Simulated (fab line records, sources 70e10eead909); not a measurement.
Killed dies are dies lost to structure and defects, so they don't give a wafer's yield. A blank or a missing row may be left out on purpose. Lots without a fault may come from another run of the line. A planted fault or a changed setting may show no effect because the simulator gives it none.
fab line records | flow nand_harc
record lots=6 wafers=18 last_day=33
route steps=1302 shown A_STAIRCASE@640 END@1302
lots that met no fault: from a run of the same line without faults
start_h: hours from the record's first day to the start of the lot's first wafer shown | wait_h: hours since the lot's step before | " the same as in the row above | L1.1+2: a row that stands for several wafers | - no value, or no start given | * or withheld: withheld | < > ~ a bound
route shown NAME@n: a module of which the file shows steps, and the number in the route of the first | usual: mean/standard deviation of fault-free wafers | same: alike in all rows | chamber/n: place in a boat | sites: the reading at each site | _std_site: their standard deviation | _edge_site: outer sites' mean less inner sites' | radius_mm: how far each site lies from the wafer's centre | mask NAME#n: copy n | behind: the tool/chamber that last shaped the wafer | hold: why the lot was held/for how many hours/how that ended | device: the transistor (n, p or np) that didn't switch | end of line: the same wafers' tests at the end of the route | a step without rows: its recipe alone | killed: dies lost to structure and defects at the first sort, not the wafer's yield | map: a wafer's dies, x killed, . not, _ none there
set.NAME: the setting as run; set.NAME@STEP: as run at that earlier step | model.NAME: the simulator's own value behind a step, which no gauge read
lots at some steps of the route; a table a step, a row a wafer
services: from which hour (start_h, from the record's first day; less than 0 if before it) a tool's chamber was out of use, for how many hours, and why
## steps
# step NHARC_A_STAIRCASE_DEHYDRATE_158
# recipe temp_c=150 time_s=120
# step NHARC_A_STAIRCASE_HMDS_159
# recipe time_s=30
# step NHARC_A_STAIRCASE_COAT_160
# recipe spin_rpm=1200
# step NHARC_A_STAIRCASE_SOFTBAKE_161
# recipe temp_c=135 time_s=170
# step NHARC_A_STAIRCASE_EBR_162
# step NHARC_A_STAIRCASE_EXPOSE_163
# recipe na=0.5 dose_mj=20.01 mask_id=STAIR_OPEN
# step NHARC_A_STAIRCASE_PEB_164
# recipe peb_temp_c=115 peb_time_s=130
# step NHARC_A_STAIRCASE_DEVELOP_165
# recipe time_s=140
# step NHARC_A_STAIRCASE_HARDBAKE_167
# recipe temp_c=120 time_s=140
# step NHARC_A_STAIRCASE_DESCUM_168
# recipe time_s=3 o2_flow_sccm=200 ar_flow_sccm=0 bias_power_w=0 chemistry=O2
# usual drypump_motor_current_A=5.8/0.53 oes_product_au=0.998/0.0081 rf_vpp_V=57.8/0.86 showerhead_plenum_p_Torr=1.90/0.092 throttle_valve_pct=11.311/0.0092
# columns lot.wafer tool chamber start_h wait_h drypump_motor_current_A oes_product_au rf_hours_counter_h rf_vpp_V showerhead_plenum_p_Torr throttle_valve_pct
L102.3 rie_diel-04 3 479.62 - 6.0 0.984 40 56.8 1.86 11.323
L102.1 " 1 " " 6.8 1.002 43 57.9 1.97 11.293
L102.5 " 0 " " 6.0 0.993 - 58.0 1.78 11.301
L101.4 rie_diel-04 2 479.84 - 6.3 0.996 40 57.1 1.84 11.307
L101.3 " 0 " " 6.0 1.001 48 57.2 1.78 11.319
L101.6 " 2 " " 6.3 0.998 - 57.4 1.84 11.324
L103.4 rie_diel-07 2 491.49 - 6.5 1.014 2 56.7 1.92 11.289
L103.1 " 3 " " 5.1 0.997 2 57.4 1.84 11.300
L103.6 " 1 " " 6.1 0.987 - 58.8 2.04 11.319
L106.1 rie_diel-04 3 519.47 - 6.0 0.998 56 58.0 1.85 11.291
L106.6 " 2 " " 6.3 1.007 - 56.7 1.84 11.289
L106.5 " 3 " " 6.0 0.999 - 57.1 1.85 11.314
L107.3 rie_diel-04 3 530.52 - 6.0 1.005 61 58.2 1.85 11.304
L107.1 " 1 " " 6.8 1.002 60 57.5 1.96 11.329
L107.6 " 0 " " 6.1 1.008 - 58.6 1.77 11.313
L111.2 rie_diel-04 3 565.91 - 6.0 0.997 5 57.6 1.85 11.308
L111.4 " 0 " " 6.1 1.000 5 58.0 2.07 11.321
L111.6 " 0 " " 6.1 1.001 - 57.8 2.07 11.306
# step NHARC_A_STAIRCASE_ETCH_169
# recipe target_depth_a=500 time_s=107.1 ion_energy_ev=120 ch3f_flow_sccm=50 o2_flow_sccm=30 ar_flow_sccm=200 rf_w=500 bias_w=100 chemistry=CH3F/O2
# usual bias_w=100.1/0.32 ch3f_flow_sccm=49.99/0.16 drypump_motor_current_A=5.8/0.54 oes_product_au=0.964/0.016 rf_vpp_V=243.8/1.7 showerhead_plenum_p_Torr=2.43/0.11 throttle_valve_pct=20.664/0.0088
# columns lot.wafer tool chamber start_h wait_h bias_w ch3f_flow_sccm drypump_motor_current_A oes_product_au rf_hours_counter_h rf_vpp_V showerhead_plenum_p_Torr throttle_valve_pct
L102.1 rie_diel-04 1 479.73 0.1 100.3 49.94 6.8 0.950 43 245.0 2.52 20.675
L102.3 " 2 " " 100.2 49.98 6.3 0.961 39 242.5 2.37 20.665
L102.5 " 1 " " 100.6 50.04 6.7 0.967 - 245.6 2.52 20.668
L101.3 rie_diel-04 3 480.09 0.2 100.7 49.81 6.0 0.950 41 244.0 2.39 20.658
L101.4 " 2 " " 100.1 50.33 6.3 0.936 40 242.3 2.37 20.664
L101.6 " 3 " " 99.9 49.83 6.0 0.949 - 244.2 2.39 20.657
L103.1 rie_diel-07 0 491.57 0.1 99.4 50.16 6.0 0.969 2 245.0 2.49 20.669
L103.4 " 1 " " 99.7 50.10 6.1 0.957 2 247.6 2.61 20.655
L103.6 " 3 " " 100.0 50.11 5.1 0.972 - 243.2 2.37 20.664
L106.1 rie_diel-04 0 519.54 0.1 100.2 50.18 6.0 0.983 63 241.1 2.29 20.669
L106.6 " 0 " " 100.0 49.91 6.1 0.979 - 241.1 2.29 20.646
L106.5 " 1 " " 100.0 50.04 6.7 0.981 - 245.4 2.52 20.676
L107.3 rie_diel-04 0 530.61 0.1 100.5 50.10 6.1 0.979 69 242.1 2.28 20.679
L107.1 " 1 " " 99.9 49.71 6.7 0.978 60 245.3 2.52 20.674
L107.6 " 3 " " 100.6 50.18 6.0 0.975 - 243.2 2.38 20.661
L111.4 rie_diel-04 1 566.00 0.1 99.6 50.06 6.7 0.984 6 244.7 2.51 20.656
L111.2 " 2 " " 100.5 49.97 6.3 0.985 6 243.5 2.36 20.661
L111.6 " 1 " " 100.0 49.78 6.7 0.999 - 244.3 2.51 20.661
# step NHARC_A_STAIRCASE_ETCH_170
# recipe target_depth_a=2000 time_s=66.667 ion_energy_ev=250 c4f6_flow_sccm=25 o2_flow_sccm=20 ar_flow_sccm=500 rf_w=600 bias_w=500 chemistry=C4F6/O2
# usual bias_w=500.1/1.4 c4f6_flow_sccm=24.99/0.078 drypump_motor_current_A=5.8/0.53 oes_product_au=0.973/0.014 rf_vpp_V=546/3.5 showerhead_plenum_p_Torr=3.88/0.16 throttle_valve_pct=26.903/0.009
# columns lot.wafer tool chamber start_h wait_h bias_w c4f6_flow_sccm drypump_motor_current_A oes_product_au rf_hours_counter_h rf_vpp_V showerhead_plenum_p_Torr throttle_valve_pct
L102.1 rie_diel-04 1 479.89 - - - - - - - - -
L102.3 " 2 " " - - - - - - - -
L102.5 " 2 " " - - - - - - - -
L101.4 rie_diel-04 2 480.24 - - - - - - - - -
L101.3 " 3 " " - - - - - - - -
L101.6 " 3 " " - - - - - - - -
L103.1 rie_diel-07 3 491.69 - 502.1 24.99 5.2 0.986 2 543 3.80 26.926
L103.4 " 0 " " 501.7 25.05 6.1 0.977 2 548 3.97 26.899
L103.6 " 2 " " 500.7 24.90 6.5 0.986 - 546 3.93 26.906
L106.1 rie_diel-04 2 519.66 - 500.6 24.96 6.3 0.964 52 544 3.78 26.905
L106.5 " 2 " " 500.0 25.00 6.3 0.965 - 544 3.78 26.903
L106.6 " 3 " " 500.0 25.08 6.0 0.961 - 545 3.81 26.885
L107.3 rie_diel-04 3 530.72 - 499.1 24.96 6.0 0.976 61 543 3.80 26.905
L107.1 " 2 " " 503.0 25.03 6.4 0.990 56 545 3.78 26.903
L107.6 " 0 " " 500.0 24.96 6.1 0.970 - 541 3.66 26.905
L111.4 rie_diel-04 2 566.59 - 501.7 24.91 6.3 0.924 6 544 3.77 26.903
L111.2 " 3 " " 501.4 24.97 6.0 0.927 5 544 3.80 26.917
L111.6 " 3 " " 498.7 24.87 6.0 0.926 - 545 3.80 26.914
# step NHARC_A_STAIRCASE_STRIP_171
# recipe power_w=1500 temp_c=250 chemistry=O2
# usual drypump_motor_current_A=6.1/0.46 heater_power_w=319/24 rf_refl_power_W=26/8
# columns lot.wafer tool chamber start_h wait_h drypump_motor_current_A heater_power_w rf_hours_counter_h rf_refl_power_W
L102.1 plasma_asher-01 1 480.05 - 6.5 302 26 28
L102.3 " 0 " " 5.5 310 - 19
L102.5 " 0 " " 5.5 315 - 20
L101.4 plasma_asher-02 0 480.45 - 6.6 349 - -
L101.3 " 1 " " 5.7 299 - -
L101.6 " 0 " " 6.6 348 - -
L103.1 plasma_asher-01 0 491.79 - 5.5 312 29 20
L103.4 " 1 " " 6.5 293 - 29
L103.6 " 1 " " 6.5 299 - 29
L106.1 plasma_asher-02 0 519.82 - 6.6 353 18 17
L106.5 " 1 " " 5.7 304 - 38
L106.6 " 0 " " 6.6 355 - 17
L107.1 plasma_asher-02 1 530.83 - 5.7 309 20 35
L107.3 " 1 " " 5.7 306 - 36
L107.6 " 1 " " 5.7 289 - 34
L111.2 plasma_asher-02 1 566.70 - 5.7 308 26 36
L111.4 " 1 " " 5.7 300 - 37
L111.6 " 0 " " 6.6 347 - 17
# step NHARC_END_SORT_01
# recipe temp_c=25
# usual killed_at_array=53/21 killed_at_other=1.0/1.3 killed_at_periphery=3.8/2.4 killed_dies=58/21 killed_open=3.4/1.9 killed_short=2.4/1.5
# same gross_dies=677
# columns lot.wafer tool chamber start_h wait_h killed_at_array killed_at_other killed_at_periphery killed_dies killed_open killed_short
L102.1 prober-02 0 691.51 2.5 671 1 5 677 2 1
L102.3 prober-02 0 693.09 3.1 668 0 9 677 3 3
L102.5 prober-02 0 694.68 3.7 668 1 8 677 3 2
L101.3 prober-01 0 693.12 3.1 676 0 1 677 4 0
L101.4 prober-01 0 693.92 3.4 668 0 9 677 7 6
L101.6 prober-01 0 695.51 4.0 676 0 1 677 1 2
L103.1 prober-01 0 711.57 2.5 41 0 3 44 3 5
# killed by level:class
L102.1 A_STAIRCASE:area_etch=611 A_SLIT:chamber_film_flake=19 A_STAIRCASE:chamber_film_flake=13 A_CHANNEL_HOLE_D2:chamber_film_flake=10 A_CHANNEL_HOLE_D1:chamber_film_flake=8 A_CONTACT:chamber_film_flake=5 P_BONDPAD:chamber_film_flake=3 P_M1:geometric_particle:open=1
L102.3 A_STAIRCASE:area_etch=618 A_CHANNEL_HOLE_D2:chamber_film_flake=13 A_SLIT:chamber_film_flake=11 A_CHANNEL_HOLE_D1:chamber_film_flake=6 P_M1:chamber_film_flake=5 A_STAIRCASE:chamber_film_flake=5 A_WL_FILL:chamber_film_flake=4 A_CONTACT:chamber_film_flake=3
L101.3 A_STAIRCASE:area_etch=652 A_STAIRCASE:chamber_film_flake=6 A_CONTACT:chamber_film_flake=4 A_SLIT:chamber_film_flake=3 A_CHANNEL_HOLE_D1:chamber_film_flake=3 A_ZERO_WELL:chamber_film_flake=2 A_CHANNEL_FILL_D2:chamber_film_flake=2 P_GATE:geometric_particle:open=1
L101.4 A_STAIRCASE:area_etch=635 A_CHANNEL_HOLE_D1:chamber_film_flake=7 A_CONTACT:chamber_film_flake=6 A_STAIRCASE:chamber_film_flake=4 A_SLIT:chamber_film_flake=3 P_CONTACT:geometric_particle:open=2 P_M0:geometric_particle:open=2 A_DECK1_JOINT:geometric_particle:short=2
L102.5 A_STAIRCASE:area_etch=610 A_SLIT:chamber_film_flake=19 A_STAIRCASE:chamber_film_flake=10 A_CHANNEL_HOLE_D1:chamber_film_flake=9 A_CHANNEL_HOLE_D2:chamber_film_flake=8 A_CONTACT:chamber_film_flake=5 P_BONDPAD:chamber_film_flake=4 P_M1:chamber_film_flake=3
L101.6 A_STAIRCASE:area_etch=658 A_CONTACT:chamber_film_flake=6 A_CHANNEL_HOLE_D1:chamber_film_flake=4 A_SLIT:chamber_film_flake=2 A_CHANNEL_HOLE_D1:geometric_particle:short=1 A_CHANNEL_FILL_D1:geometric_particle:short=1 A_CONTACT:geometric_particle:open=1 P_GATE:chamber_film_flake=1
L103.1 A_CHANNEL_HOLE_D2:chamber_film_flake=16 A_CONTACT:chamber_film_flake=9 A_CHANNEL_HOLE_D1:chamber_film_flake=5 A_SLIT:chamber_film_flake=3 A_STAIRCASE:chamber_film_flake=2 P_GATE:geometric_particle:short=1 P_CONTACT:geometric_particle:short=1 P_M0:geometric_particle:short=1
# map L101.3 (x killed, . not)
____________x____________
_________xxxxxxx_________
_______xxxxxxxxxxx_______
______xxxxxxxxxxxxx______
_____xxxxxxxxxxxxxxx_____
____xxxxxxxxxxxxxxxxx____
____xxxxxxxxxxxxxxxxx____
___xxxxxxxxxxxxxxxxxxx___
___xxxxxxxxxxxxxxxxxxx___
__xxxxxxxxxxxxxxxxxxxxx__
__xxxxxxxxxxxxxxxxxxxxx__
_xxxxxxxxxxxxxxxxxxxxxxx_
_xxxxxxxxxxxxxxxxxxxxxxx_
_xxxxxxxxxxxxxxxxxxxxxxx_
_xxxxxxxxxxxxxxxxxxxxxxx_
_xxxxxxxxxxxxxxxxxxxxxxx_
xxxxxxxxxxxxxxxxxxxxxxxxx
xxxxxxxxxxxxxxxxxxxxxxxxx
xxxxxxxxxxxxxxxxxxxxxxxxx
xxxxxxxxxxxxxxxxxxxxxxxxx
xxxxxxxxxxxxxxxxxxxxxxxxx
_xxxxxxxxxxxxxxxxxxxxxxx_
_xxxxxxxxxxxxxxxxxxxxxxx_
_xxxxxxxxxxxxxxxxxxxxxxx_
_xxxxxxxxxxxxxxxxxxxxxxx_
_xxxxxxxxxxxxxxxxxxxxxxx_
__xxxxxxxxxxxxxxxxxxxxx__
__xxxxxxxxxxxxxxxxxxxxx__
___xxxxxxxxxxxxxxxxxxx___
___xxxxxxxxxxxxxxxxxxx___
____xxxxxxxxxxxxxxxxx____
____xxxxxxxxxxxxxxxxx____
_____xxxxxxxxxxxxxxx_____
______xxxxxxxxxxxxx______
_______xxxxxxxxxxx_______
_________xxxxxxx_________
____________x____________
# map L102.1 (x killed, . not)
____________x____________
_________xxxxxxx_________
_______xxxxxxxxxxx_______
______xxxxxxxxxxxxx______
_____xxxxxxxxxxxxxxx_____
____xxxxxxxxxxxxxxxxx____
____xxxxxxxxxxxxxxxxx____
___xxxxxxxxxxxxxxxxxxx___
___xxxxxxxxxxxxxxxxxxx___
__xxxxxxxxxxxxxxxxxxxxx__
__xxxxxxxxxxxxxxxxxxxxx__
_xxxxxxxxxxxxxxxxxxxxxxx_
_xxxxxxxxxxxxxxxxxxxxxxx_
_xxxxxxxxxxxxxxxxxxxxxxx_
_xxxxxxxxxxxxxxxxxxxxxxx_
_xxxxxxxxxxxxxxxxxxxxxxx_
xxxxxxxxxxxxxxxxxxxxxxxxx
xxxxxxxxxxxxxxxxxxxxxxxxx
xxxxxxxxxxxxxxxxxxxxxxxxx
xxxxxxxxxxxxxxxxxxxxxxxxx
xxxxxxxxxxxxxxxxxxxxxxxxx
_xxxxxxxxxxxxxxxxxxxxxxx_
_xxxxxxxxxxxxxxxxxxxxxxx_
_xxxxxxxxxxxxxxxxxxxxxxx_
_xxxxxxxxxxxxxxxxxxxxxxx_
_xxxxxxxxxxxxxxxxxxxxxxx_
__xxxxxxxxxxxxxxxxxxxxx__
__xxxxxxxxxxxxxxxxxxxxx__
___xxxxxxxxxxxxxxxxxxx___
___xxxxxxxxxxxxxxxxxxx___
____xxxxxxxxxxxxxxxxx____
____xxxxxxxxxxxxxxxxx____
_____xxxxxxxxxxxxxxx_____
______xxxxxxxxxxxxx______
_______xxxxxxxxxxx_______
_________xxxxxxx_________
____________x____________
## services
# columns tool chamber start_h hours kind
rie_diel-04 0 464.61 - clean
rie_diel-04 1 464.61 - clean
rie_diel-04 2 464.61 - clean
rie_diel-04 3 464.61 - clean
rie_diel-07 - 473.40 9.0 pm
rie_diel-04 0 489.11 - clean
rie_diel-04 1 489.11 - clean
rie_diel-04 2 489.11 - clean
rie_diel-04 3 489.11 - clean
rie_diel-07 - 510.32 0.1 repair
rie_diel-04 0 513.73 - clean
rie_diel-04 1 513.73 - clean
rie_diel-04 2 513.73 - clean
rie_diel-04 3 513.73 - clean
plasma_asher-01 - 519.13 9.0 pm
rie_diel-04 - 533.09 9.0 pm
rie_diel-04 0 533.09 9.0 vent_cycle
rie_diel-04 1 533.09 9.0 vent_cycle
rie_diel-04 2 533.09 9.0 vent_cycle
rie_diel-04 3 533.09 9.0 vent_cycle
rie_diel-04 0 542.09 - clean
rie_diel-04 0 542.09 - consumable_replace:showerhead
rie_diel-04 1 542.09 - clean
rie_diel-07 0 544.77 7.0 repair
## key
first_sign step=NHARC_A_STAIRCASE_ETCH_170 reading=tool_record direction=missing
effect step=NHARC_END_SORT_01 reading=killed_dies direction=up sigmas=30 usual=58 struck=677
more_kills_born_at NHARC_A_STAIRCASE_ETCH_170@rie_diel-04=3783
met_at NHARC_A_STAIRCASE_ETCH_170
struck_wafers L101.3,L101.4,L101.6,L102.1,L102.3,L102.5
later_rows_left_out L101.3,L101.4,L101.6,L102.1,L102.3,L102.5
tester_left_out L101,L102
fault kind=skipped_step_whole tool=rie_diel-04 chamber=- onset_h=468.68 steps=NHARC_A_STAIRCASE_ETCH_170 scope=struck_lots_only
# tester_left_out: of these lots the tester's yield and bins aren't shown, on N5 and GAA mostly nor the transistor test; their killed dies are dies lost to structure and defects alone, not to doping, threshold or leakage, so they don't give the yield
# later_rows_left_out: the simulator's readings of these wafers behind a module that went badly wrong aren't trusted and aren't shown, but for the sort
